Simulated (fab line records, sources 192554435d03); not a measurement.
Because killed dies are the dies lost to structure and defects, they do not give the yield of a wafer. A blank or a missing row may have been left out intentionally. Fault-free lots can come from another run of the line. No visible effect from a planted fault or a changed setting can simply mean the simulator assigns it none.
fab line records	flow n5-finfet
record lots=7	wafers=21
route steps=1938 shown BEOL_M5@1161 BEOL_M7@1263 BEOL_M8@1338
start-h: the number of hours between the record's first day and the start of the first shown wafer of the lot	wait-h: hours from the lot's prior step to this one	" same as the row above	L1.1+2: a row that stands for several wafers	- no value present, or no start provided	* or withheld: withheld	< > ~ a bound
route shown NAME@n: a module of which the file shows steps, and the number in the route of the first	usual: mean and standard deviation over wafers with no fault	same: alike in all rows	chamber/n: place in a boat	sites: readings site by site	_std_site: standard deviation of those values	_edge_site: inner sites' mean taken away from outer sites' mean	radius-mm: how far each site lies from the wafer's centre	mask NAME#n: copy n	behind: the last tool/chamber to shape the wafer	hold: the reason the lot was held/the length of the hold in hours/how it ended	device: whichever transistor did not switch (one of n, p or np)	end of line: the same wafers' tests at the end of the route	a step with no rows: only its recipe	killed: not the wafer's yield, but the dies lost to structure and defects at the first sort	map: a wafer's dies, marking killed ones x, the rest . and places with no die _
set.NAME: the setting the step ran with; set.NAME@STEP: the setting that earlier step ran with	model.NAME: the simulator's own value behind a step, which no gauge read
lots with deliberately changed settings; one table per step, one row per wafer
## steps
# step N5_BEOL_M5_ETCH_41
# recipe chemistry=CH3F/O2	target=SiCN	target-depth-a=315	taper-deg=2	time-s=56.7	ion-energy-ev=120	mask-material=TiN	pressure-mtorr=30	source-w=395	bias-w=75	Ar_flow_sccm=150	CH3F_flow_sccm=30	O2_flow_sccm=20
# usual rf-vpp-V=297.8/1.6
lot.wafer	tool	chamber	start-h	wait-h	set.source-w	rf-vpp-V
L075.3	rie-diel-02	2	-	-	425.6	288.3
L075.4	"	0	"	"	395	299.8
L075.5	"	3	"	"	425.6	293.4
L077.1	rie-diel-05	0	-	-	395	297.3
L077.3	"	1	"	"	395	297.5
L077.5	"	0	"	"	395	297.9
L080.1	rie-diel-02	2	-	-	395	296.5
L080.3	"	3	"	"	335.1	316.8
L080.4	"	1	"	"	335.1	314.5
L082.3	rie-diel-01	3	-	-	395	298.3
L082.4	"	2	"	"	337.9	316.0
L082.5	"	1	"	"	337.9	314.6
L087.4	rie-diel-02	3	-	-	395	301.1
L087.5	"	3	"	"	395	300.2
L087.6	"	0	"	"	395	298.6
L091.2	rie-diel-01	2	-	-	395	298.8
L091.3	"	1	"	"	395	298.4
L091.4	"	1	"	"	395	298.0
L090.3	rie-diel-05	3	-	-	395	297.9
L090.4	"	1	"	"	395	296.8
L090.6	"	3	"	"	451.3	286.9
# step N5_BEOL_M5_STRIP_91
# recipe chemistry=N2/H2	time-s=10	power-w=450	temp-c=40	pressure-mtorr=20	rf-frequency-hz=6e+07	bias-power-w=7	n2-flow-sccm=200	h2-flow-sccm=200
# step N5_BEOL_M5_OCD_MEAS_38
# usual trench-depth-nm=71.2/1.2
lot.wafer	tool	chamber	start-h	wait-h	set.time-s@BEOL_M5_TRENCH_ETCH_37	trench-depth-nm
L075.3	ocd-01	-	215.36	-	24.7	70.2
L075.4	"	-	"	"	24.7	69.9
L075.5	"	-	"	"	24.7	73.3
L077.1	ocd-02	-	215.85	-	24.7	69.4
L077.3	"	-	"	"	24.7	70.9
L077.5	"	-	"	"	24.7	70.4
L080.1	ocd-01	-	239.98	-	22.88	64.4
L080.3	"	-	"	"	24.7	71.6
L080.4	"	-	"	"	24.7	71.0
L082.3	ocd-02	-	248.27	-	24.7	72.0
L082.4	"	-	"	"	20.44	61.1
L082.5	"	-	"	"	20.44	59.4
L087.4	ocd-01	-	275.91	-	24.7	72.7
L087.5	"	-	"	"	24.7	72.4
L087.6	"	-	"	"	24.7	69.5
L091.2	ocd-01	-	312.15	-	22.47	66.6
L091.3	"	-	"	"	22.47	65.3
L091.4	"	-	"	"	24.7	70.5
L090.3	ocd-01	-	312.33	-	24.7	71.1
L090.4	"	-	"	"	24.7	70.1
L090.6	"	-	"	"	24.7	70.2
# step N5_BEOL_M5_HM_STRIP_39
# recipe chemistry=peroxide-tin-strip	material=TiN	target-depth-a=250	temp-c=50	time-s=158
# step N5_BEOL_M5_SRD_40
# recipe time-s=30	temp-c=23	rinse-liquid=diw	dry=ipa-marangoni
# step N5_BEOL_M5_ECD_50
# recipe material=Cu	target-thk-a=3000
# step N5_BEOL_M5_ANNEAL_51
# recipe temp-c=225	time-s=90	ambient=N2
# step N5_BEOL_M5_CMP_52
# recipe stop-on=SiCOH_lowk	t-overpolish-s=6.9	down-force-psi=1	platen-rpm=50	clearing-platen-down-force-psi=1.5	clearing-platen-rpm=50	post-cmp-clean=cu-alkaline	target-thk-nm=62	clearing-platen-pad-velocity-m-s=0.99484	pad-velocity-m-s=0.99484
lot.wafer	tool	chamber	start-h	wait-h	set.time-s@BEOL_M5_TRENCH_ETCH_37	model.Cu_of_BEOL_M5_ECD_50.thk-nm
L075.4	cmp-03	0	221.79	0.2	24.7	60.6
L075.3	"	1	"	"	24.7	60.8
L075.5	"	2	"	"	24.7	64.4
L077.3	cmp-03	0	223.83	0.2	24.7	61
L077.1	"	1	"	"	24.7	59.2
L077.5	"	0	"	"	24.7	60
L080.3	cmp-03	2	246.30	0.2	24.7	63.2
L080.4	"	3	"	"	24.7	62.6
L080.1	"	0	"	"	22.88	54.6
L082.4	cmp-01	1	256.16	0.2	20.44	51.6
L082.3	"	2	"	"	24.7	63.6
L082.5	"	3	"	"	20.44	49.8
L087.4	cmp-01	3	283.45	0.2	24.7	62.4
L087.6	"	2	"	"	24.7	58.2
L087.5	"	3	"	"	24.7	62.6
L091.4	cmp-04	2	318.99	0.1	24.7	60.8
L091.2	"	3	"	"	22.47	57.2
L091.3	"	1	"	"	22.47	53.4
L090.4	cmp-04	3	320.31	0.1	24.7	61
L090.3	"	2	"	"	24.7	62.2
L090.6	"	0	"	"	24.7	59.4
# step N5_BEOL_M5_THK_MEAS_53
# recipe thk-meas-gauge=xrf	reads=Cu_of_BEOL_M5_ECD_50
# usual M5_THK=61.1/1.6
lot.wafer	tool	chamber	start-h	wait-h	set.time-s@BEOL_M5_TRENCH_ETCH_37	M5_THK[nm]
L075.3	film-metro-01	-	222.01	-	24.7	60.4
L075.4	"	-	"	"	24.7	60.4
L075.5	"	-	"	"	24.7	64.1
L077.1	film-metro-01	-	224.13	-	24.7	59.3
L077.3	"	-	"	"	24.7	61.0
L077.5	"	-	"	"	24.7	60.1
L080.1	film-metro-02	-	246.60	-	22.88	55.3
L080.3	"	-	"	"	24.7	63.9
L080.4	"	-	"	"	24.7	63.3
L082.3	film-metro-02	-	256.38	-	24.7	63.2
L082.4	"	-	"	"	20.44	51.2
L082.5	"	-	"	"	20.44	49.5
L087.4	film-metro-01	-	283.71	-	24.7	62.3
L087.5	"	-	"	"	24.7	62.3
L087.6	"	-	"	"	24.7	58.3
L091.2	film-metro-01	-	319.28	-	22.47	57.0
L091.3	"	-	"	"	22.47	53.2
L091.4	"	-	"	"	24.7	60.2
L090.3	film-metro-02	-	320.61	-	24.7	62.1
L090.4	"	-	"	"	24.7	61.1
L090.6	"	-	"	"	24.7	59.1
# step N5_BEOL_M5_PRE_CLEAN_77
# recipe gas=NH3/H2	time-s=15	temp-c=*	rf-power-w=300
# step N5_BEOL_M5_CO_CAP_78
# recipe material=Co	target-thk-a=20	temp-c=200	precursor=CCTBA/H2	pressure-torr=30	time-s=102.1
# step N5_BEOL_M5_PRE_CLEAN_55
# recipe gas=NH3	time-s=15	temp-c=withheld	rf-power-w=300
# step N5_BEOL_M5_DEP_56
# recipe material=SiCN	target-thk-a=80	temp-c=withheld	precursor=3MS/NH3	pressure-torr=3	rf-w=202	time-s=14
# step N5_BEOL_M5_RS_MEAS_57
# recipe thk-meas-gauge=four-point-probe	reads=Co_of_BEOL_M5_CO_CAP_78+Cu_of_BEOL_M5_ECD_50+Co_of_BEOL_M5_CVD_47+TaN_of_BEOL_M5_ALD_86
# usual M5_RS=0.393/0.013
lot.wafer	tool	chamber	start-h	wait-h	set.time-s@BEOL_M5_TRENCH_ETCH_37	M5_RS[ohm/sq]
L075.3	film-metro-01	-	222.30	0.1	24.7	0.396
L075.4	"	-	"	"	24.7	0.398
L075.5	"	-	"	"	24.7	0.370
L077.1	film-metro-02	-	224.42	0.1	24.7	0.409
L077.3	"	-	"	"	24.7	0.393
L077.5	"	-	"	"	24.7	0.402
L080.1	film-metro-01	-	246.86	0.0	22.88	0.452
L080.3	"	-	"	"	24.7	0.377
L080.4	"	-	"	"	24.7	0.382
L082.3	film-metro-02	-	256.64	0.1	24.7	0.375
L082.4	"	-	"	"	20.44	0.483
L082.5	"	-	"	"	20.44	0.505
L087.4	film-metro-01	-	283.97	0.0	24.7	0.383
L087.5	"	-	"	"	24.7	0.382
L087.6	"	-	"	"	24.7	0.418
L091.2	film-metro-01	-	319.54	0.1	22.47	0.424
L091.3	"	-	"	"	22.47	0.465
L091.4	"	-	"	"	24.7	0.396
L090.3	film-metro-01	-	320.87	0.1	24.7	0.386
L090.4	"	-	"	"	24.7	0.394
L090.6	"	-	"	"	24.7	0.407
# step N5_BEOL_M7_ILD_DEP_00
# recipe material=SiCOH_lowk	target-thk-a=1797.5	temp-c=300	precursor=DEMS/porogen	pressure-torr=5	rf-w=500	time-s=33.4
lot.wafer	tool	chamber	start-h	wait-h	set.time-s	model.SiCOH_lowk_of_BEOL_M7_ILD_DEP_00.thk-nm
L075.3	pecvd-01	1	230.87	0.0	34.84	183.2
L075.4	"	2	"	"	33.4	180.2
L075.5	"	0	"	"	34.84	189.6
L077.1	pecvd-03	1	232.95	0.0	33.4	179.2
L077.3	"	0	"	"	33.4	179.6
L077.5	"	0	"	"	33.4	181
L080.1	pecvd-03	1	253.61	0.0	33.4	176.8
L080.3	"	0	"	"	33.4	177.6
L080.4	"	2	"	"	33.4	181.2
L082.3	pecvd-01	1	264.02	0.0	37.21	198.2
L082.4	"	1	"	"	33.4	179.4
L082.5	"	0	"	"	33.4	180
L087.4	pecvd-01	1	296.55	0.1	33.4	181.8
L087.5	"	0	"	"	36.5	195.8
L087.6	"	2	"	"	36.5	200.6
L091.2	pecvd-03	1	327.83	0.0	33.4	177
L091.3	"	0	"	"	33.4	177.4
L091.4	"	2	"	"	35.25	189.8
L090.3	pecvd-01	2	328.84	0.0	30.79	167.8
L090.4	"	2	"	"	30.79	169.2
L090.6	"	1	"	"	30.79	167.4
# step N5_BEOL_M7_CURE_74
# recipe temp-c=385	time-s=240	ambient=He/Ar	material=SiCOH_lowk
lot.wafer	tool	chamber	start-h	wait-h	set.time-s@BEOL_M7_ILD_DEP_00	model.SiCOH_lowk_of_BEOL_M7_ILD_DEP_00.thk-nm
L075.3	uv-cure-01	1	231.54	0.7	34.84	158
L075.4	"	1	"	"	33.4	155.4
L075.5	"	1	"	"	34.84	163.6
L077.1	uv-cure-02	2	233.01	0.0	33.4	154.6
L077.3	"	2	"	"	33.4	155
L077.5	"	2	"	"	33.4	156
L080.1	uv-cure-03	0	253.67	0.0	33.4	152.4
L080.3	"	0	"	"	33.4	153.2
L080.4	"	0	"	"	33.4	156.2
L082.3	uv-cure-01	1	264.25	0.2	37.21	171.2
L082.4	"	1	"	"	33.4	154.6
L082.5	"	1	"	"	33.4	155.2
L087.4	uv-cure-03	1	297.07	0.5	33.4	156.8
L087.5	"	1	"	"	36.5	169
L087.6	"	1	"	"	36.5	173.2
L091.2	uv-cure-03	1	327.98	0.1	33.4	152.6
L091.3	"	1	"	"	33.4	152.8
L091.4	"	1	"	"	35.25	163.8
L090.3	uv-cure-03	1	329.08	0.2	30.79	144.6
L090.4	"	1	"	"	30.79	145.8
L090.6	"	1	"	"	30.79	144.2
# step N5_BEOL_M7_THK_MEAS_01
# recipe reads=SiCOH_lowk_of_BEOL_M7_ILD_DEP_00
# usual M7_ILD_THK=155.0/1.9
lot.wafer	tool	chamber	start-h	wait-h	set.time-s@BEOL_M7_ILD_DEP_00	M7_ILD_THK[nm]
L075.3	film-metro-01	-	231.89	0.3	34.84	158.1
L075.4	"	-	"	"	33.4	155.3
L075.5	"	-	"	"	34.84	163.5
L077.1	film-metro-01	-	233.52	0.4	33.4	154.6
L077.3	"	-	"	"	33.4	154.9
L077.5	"	-	"	"	33.4	156.0
L080.1	film-metro-01	-	254.19	0.4	33.4	152.5
L080.3	"	-	"	"	33.4	153.1
L080.4	"	-	"	"	33.4	156.3
L082.3	film-metro-02	-	264.60	0.3	37.21	171.2
L082.4	"	-	"	"	33.4	154.6
L082.5	"	-	"	"	33.4	155.1
L087.4	film-metro-02	-	297.59	0.4	33.4	157.0
L087.5	"	-	"	"	36.5	168.9
L087.6	"	-	"	"	36.5	173.4
L091.2	film-metro-02	-	328.41	0.4	33.4	152.6
L091.3	"	-	"	"	33.4	152.9
L091.4	"	-	"	"	35.25	163.7
L090.3	film-metro-02	-	329.44	0.3	30.79	144.5
L090.4	"	-	"	"	30.79	145.9
L090.6	"	-	"	"	30.79	144.1
# step N5_BEOL_M7_EXPOSE_25
# recipe mask-id=V6	na=0.33	source-shape=annular	sigma-inner=0.4	sigma-outer=0.8	polarization=unpolarized	target-cd-nm=40	dose-mj=42.5
lot.wafer	tool	chamber	start-h	wait-h	mask	set.dose-mj
L075.3+4	euv-scanner-02	0	235.51	-	V6#0	42.5
L075.5	"	0	"	"	V6#0	43.43
L077.1+3+5	euv-scanner-01	0	237.49	-	V6#0	42.5
L080.1+3	euv-scanner-02	0	259.31	-	V6#0	42.5
L080.4	"	0	"	"	V6#0	45.04
L082.3+4	euv-scanner-01	0	270.25	-	V6#0	42.5
L082.5	"	0	"	"	V6#0	41.65
L087.4	euv-scanner-02	0	301.45	-	V6#0	44.96
L087.5+6	"	0	"	"	V6#0	42.5
L091.2+3+4	euv-scanner-01	0	330.85	-	V6#0	44.77
L090.3+6	euv-scanner-02	0	331.78	-	V6#0	42.5
L090.4	"	0	"	"	V6#0	40.06
# step N5_BEOL_M7_PEB_26
# recipe peb-temp-c=100	peb-time-s=60	resist=CAR-EUV
# step N5_BEOL_M7_DEVELOP_27
# recipe develop-time-s=30	developer=TMAH	resist=CAR-EUV	rinse-liquid=surfactant-rinse	dry=air-spin	dev-temp-c=23
# step N5_BEOL_M7_CD_MEAS_28
# recipe target-cd-nm=40	landing-energy-ev=500	detector=se-inlens
# usual cd-nm=39.99/0.23
lot.wafer	tool	chamber	start-h	wait-h	set.dose-mj@BEOL_M7_EXPOSE_25	cd-nm
L075.3	cd-sem-02	0	235.64	-	42.5	40.11
L075.4	"	0	"	"	42.5	39.99
L075.5	"	0	"	"	43.43	40.78
L077.1	cd-sem-01	0	237.62	-	42.5	40.12
L077.3	"	0	"	"	42.5	39.97
L077.5	"	0	"	"	42.5	40.09
L080.1	cd-sem-01	0	259.44	-	42.5	40.34
L080.3	"	0	"	"	42.5	40.01
L080.4	"	0	"	"	45.04	40.76
L082.3	cd-sem-03	0	270.37	-	42.5	39.83
L082.4	"	0	"	"	42.5	39.65
L082.5	"	0	"	"	41.65	39.60
L087.4	cd-sem-03	0	301.57	-	44.96	41.11
L087.5	"	0	"	"	42.5	39.65
L087.6	"	0	"	"	42.5	39.88
L091.2	cd-sem-01	0	330.97	-	44.77	41.22
L091.3	"	0	"	"	44.77	41.26
L091.4	"	0	"	"	44.77	40.54
L090.3	cd-sem-02	0	331.90	-	42.5	39.77
L090.4	"	0	"	"	40.06	38.48
L090.6	"	0	"	"	42.5	39.73
# step N5_BEOL_M7_DESCUM_33
# recipe chemistry=O2	time-s=7	source-power-w=50	bias-power-w=20	pressure-mtorr=20	rf-frequency-hz=2.712e+07	temp-c=40	resist=CAR-EUV	o2-flow-sccm=225
lot.wafer	tool	chamber	start-h	wait-h	set.dose-mj@BEOL_M7_EXPOSE_25	model.BEOL_M7.cd-nm
L075.3+4	rie-diel-02	0,1	235.88	0.2	42.5	40
L075.5	"	3	"	"	43.43	40.6
L077.1+3	rie-diel-02	1,2	238.15	0.4	42.5	39.8
L077.5	"	1	"	"	42.5	40
L080.1+3	rie-diel-05	0,2	259.77	0.2	42.5	40
L080.4	"	0	"	"	45.04	41.2
L082.3	rie-diel-02	2	270.79	0.3	42.5	39.8
L082.4	"	3	"	"	42.5	40
L082.5	"	1	"	"	41.65	39.4
L087.4	rie-diel-01	0	301.69	0.0	44.96	41
L087.5	"	2	"	"	42.5	39.6
L087.6	"	1	"	"	42.5	40
L091.2+4	rie-diel-05	0,2	331.10	0.0	44.77	41
L091.3	"	3	"	"	44.77	41.4
L090.3	rie-diel-05	0	332.02	0.0	42.5	39.6
L090.4	"	1	"	"	40.06	38.6
L090.6	"	0	"	"	42.5	39.8
# step N5_BEOL_M7_ETCH_72
# recipe chemistry=N2/H2	target=underlayer	target-depth-a=65	mask-material=CAR-EUV	time-s=5.2	ion-energy-ev=200	pressure-mtorr=30	source-w=840	bias-w=150	n2-flow-sccm=200	h2-flow-sccm=200	ends=cleared
lot.wafer	tool	chamber	start-h	wait-h	set.dose-mj@BEOL_M7_EXPOSE_25	model.BEOL_M7.cd-nm
L075.3+4	rie-diel-02	0,1	235.91	0.0	42.5	40.2
L075.5	"	3	"	"	43.43	40.6
L077.1+3	rie-diel-02	1,2	238.18	0.0	42.5	39.8
L077.5	"	1	"	"	42.5	40
L080.1+3	rie-diel-05	0,2	259.80	0.0	42.5	40
L080.4	"	0	"	"	45.04	41.2
L082.3	rie-diel-02	2	270.83	0.0	42.5	39.8
L082.4	"	3	"	"	42.5	40
L082.5	"	1	"	"	41.65	39.6
L087.4	rie-diel-01	0	301.72	0.0	44.96	40.8
L087.5	"	2	"	"	42.5	39.6
L087.6	"	1	"	"	42.5	40
L091.2+4	rie-diel-05	0,2	331.13	0.0	44.77	41
L091.3	"	3	"	"	44.77	41.4
L090.3	rie-diel-05	0	332.06	0.0	42.5	39.6
L090.4	"	1	"	"	40.06	38.8
L090.6	"	0	"	"	42.5	39.8
# step N5_BEOL_M7_ETCH_65
# recipe chemistry=CF4	target=SiARC	target-depth-a=156	mask-material=CAR-EUV	time-s=26	ion-energy-ev=80	pressure-mtorr=40	source-w=545	bias-w=36	Ar_flow_sccm=100	cf4-flow-sccm=100	ends=cleared
lot.wafer	tool	chamber	start-h	wait-h	set.dose-mj@BEOL_M7_EXPOSE_25	model.BEOL_M7.cd-nm
L075.3+4	rie-diel-02	0,1	235.93	0.0	42.5	40.2
L075.5	"	3	"	"	43.43	40.6
L077.1+3+5	rie-diel-02	1,2,1	238.20	0.0	42.5	39.8
L080.1	rie-diel-05	0	259.82	0.0	42.5	40
L080.3	"	2	"	"	42.5	40.2
L080.4	"	0	"	"	45.04	41
L082.3	rie-diel-02	2	270.84	0.0	42.5	39.8
L082.4	"	3	"	"	42.5	40
L082.5	"	1	"	"	41.65	39.6
L087.4	rie-diel-01	0	301.74	0.0	44.96	40.8
L087.5	"	2	"	"	42.5	39.6
L087.6	"	1	"	"	42.5	40.2
L091.2+4	rie-diel-05	0,2	331.15	0.0	44.77	41.2
L091.3	"	3	"	"	44.77	41.4
L090.3	rie-diel-05	0	332.07	0.0	42.5	39.8
L090.4	"	1	"	"	40.06	38.8
L090.6	"	0	"	"	42.5	40
# step N5_BEOL_M7_ETCH_66
# recipe chemistry=N2/H2	target=SOC	target-depth-a=800	overetch-a=160	mask-material=SiARC	temp-c=40	time-s=120	ion-energy-ev=200	pressure-mtorr=30	source-w=840	bias-w=150	n2-flow-sccm=200	h2-flow-sccm=200
lot.wafer	tool	chamber	start-h	wait-h	set.dose-mj@BEOL_M7_EXPOSE_25	model.BEOL_M7.cd-nm
L075.3	rie-diel-02	0	235.96	0.0	42.5	40.2
L075.4	"	1	"	"	42.5	40
L075.5	"	3	"	"	43.43	40.8
L077.1+3	rie-diel-02	1,2	238.23	0.0	42.5	39.8
L077.5	"	1	"	"	42.5	40
L080.1	rie-diel-05	0	259.85	0.0	42.5	40.2
L080.3	"	2	"	"	42.5	40
L080.4	"	0	"	"	45.04	41
L082.3	rie-diel-02	2	270.87	0.0	42.5	39.6
L082.4	"	3	"	"	42.5	39.8
L082.5	"	1	"	"	41.65	39.4
L087.4	rie-diel-01	0	301.77	0.0	44.96	40.8
L087.5	"	2	"	"	42.5	39.8
L087.6	"	1	"	"	42.5	40.4
L091.2	rie-diel-05	0	331.17	0.0	44.77	41.2
L091.3	"	3	"	"	44.77	41.6
L091.4	"	2	"	"	44.77	41.4
L090.3	rie-diel-05	0	332.10	0.0	42.5	39.8
L090.4	"	1	"	"	40.06	39
L090.6	"	0	"	"	42.5	40.2
# step N5_BEOL_M7_VIA_ETCH_34
# recipe chemistry=C4F6/O2	target=SiCOH_lowk	target-depth-a=1255	mask-material=SOC	taper-deg=4	time-s=50.5	ion-energy-ev=250	pressure-mtorr=30	source-w=345	bias-w=185	Ar_flow_sccm=300	C4F6_flow_sccm=10	O2_flow_sccm=10
# usual rf-vpp-V=669/11
lot.wafer	tool	chamber	start-h	wait-h	set.source-w	set.dose-mj@BEOL_M7_EXPOSE_25	rf-vpp-V
L075.3	rie-diel-02	0	236.06	0.0	345	42.5	672
L075.4	"	1	"	"	345	42.5	673
L075.5	"	3	"	"	361.6	43.43	638
L077.1	rie-diel-02	1	238.33	0.0	345	42.5	676
L077.3	"	2	"	"	345	42.5	670
L077.5	"	1	"	"	345	42.5	674
L080.1	rie-diel-05	0	259.95	0.0	345	42.5	668
L080.3	"	2	"	"	345	42.5	666
L080.4	"	0	"	"	345	45.04	668
L082.3	rie-diel-02	2	270.97	0.0	386.4	42.5	629
L082.4	"	3	"	"	386.4	42.5	617
L082.5	"	1	"	"	345	41.65	673
L087.4	rie-diel-01	0	301.87	0.0	321.6	44.96	709
L087.5	"	2	"	"	345	42.5	669
L087.6	"	1	"	"	321.6	42.5	663
L091.2	rie-diel-05	0	331.28	0.0	345	44.77	666
L091.3	"	3	"	"	345	44.77	672
L091.4	"	2	"	"	345	44.77	665
L090.3	rie-diel-05	0	332.20	0.0	345	42.5	668
L090.4	"	1	"	"	318.4	40.06	715
L090.6	"	0	"	"	345	42.5	667
# step N5_BEOL_M8_COAT_60
# recipe resist=SiARC	temp-c=220	time-s=60	spin-rpm=1500	resist-thk-nm=35
lot.wafer	tool	chamber	start-h	wait-h	set.spin-rpm	model.SiARC_of_BEOL_M8_COAT_60.thk-nm
L075.3+5	litho-track-05	0	-	-	1562	34.4
L075.4	"	0	"	"	1500	35
L077.1+5	litho-track-05	0	-	-	1500	35
L077.3	"	0	"	"	1500	35.2
L080.1+4	litho-track-05	0	-	-	1500	35.2
L080.3	"	0	"	"	1653	33.6
L082.3	litho-track-04	0	-	-	1500	35
L082.4+5	"	0	"	"	1449	35.6
L087.4+6	litho-track-04	0	-	-	1398	36.2
L087.5	"	0	"	"	1500	35
L091.2+4	litho-track-04	0	-	-	1357	37
L091.3	"	0	"	"	1500	35.2
L090.3	litho-track-05	0	-	-	1500	35
L090.4	"	0	"	"	1500	35.2
L090.6	"	0	"	"	1369	36.8
## key
split step=N5_BEOL_M5_ETCH_41	setting=source-w	stated=395	by=wafer
response step=N5_BEOL_M5_ETCH_41	reading=rf-vpp-V	change=-1.07	per=1%	r=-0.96
split step=N5_BEOL_M7_ILD_DEP_00	setting=time-s	stated=33.4	by=wafer
response step=N5_BEOL_M7_ILD_DEP_00	reading=model.SiCOH_lowk_of_BEOL_M7_ILD_DEP_00.thk-nm	change=+1.73	per=1%	r=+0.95
response step=N5_BEOL_M7_CURE_74	reading=model.SiCOH_lowk_of_BEOL_M7_ILD_DEP_00.thk-nm	change=+1.52	per=1%	r=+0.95
response step=N5_BEOL_M7_THK_MEAS_01	reading=M7_ILD_THK	change=+1.51	per=1%	r=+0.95
split step=N5_BEOL_M7_EXPOSE_25	setting=dose-mj	stated=42.5	by=wafer
response step=N5_BEOL_M7_CD_MEAS_28	reading=cd-nm	change=+0.184	per=1%	r=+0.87
response step=N5_BEOL_M7_DESCUM_33	reading=model.BEOL_M7.cd-nm	change=+0.205	per=1%	r=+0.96
response step=N5_BEOL_M7_ETCH_72	reading=model.BEOL_M7.cd-nm	change=+0.177	per=1%	r=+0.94
response step=N5_BEOL_M7_ETCH_65	reading=model.BEOL_M7.cd-nm	change=+0.166	per=1%	r=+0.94
response step=N5_BEOL_M7_ETCH_66	reading=model.BEOL_M7.cd-nm	change=+0.156	per=1%	r=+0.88
response step=N5_BEOL_M7_VIA_ETCH_34	reading=rf-vpp-V	shape=bent	at-lowest=715	at-stated=663	at-highest=668
split step=N5_BEOL_M7_VIA_ETCH_34	setting=source-w	stated=345	by=wafer
response none clear
split step=N5_BEOL_M8_COAT_60	setting=spin-rpm	stated=1500	by=wafer
response step=N5_BEOL_M8_COAT_60	reading=model.SiARC_of_BEOL_M8_COAT_60.thk-nm	change=-0.176	per=1%	r=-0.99
split outside-this-file step=N5_BEOL_M5_TRENCH_ETCH_37 setting=time-s
# split outside-this-file: this setting was split too, and the file shows its column; the key of that split is in another file
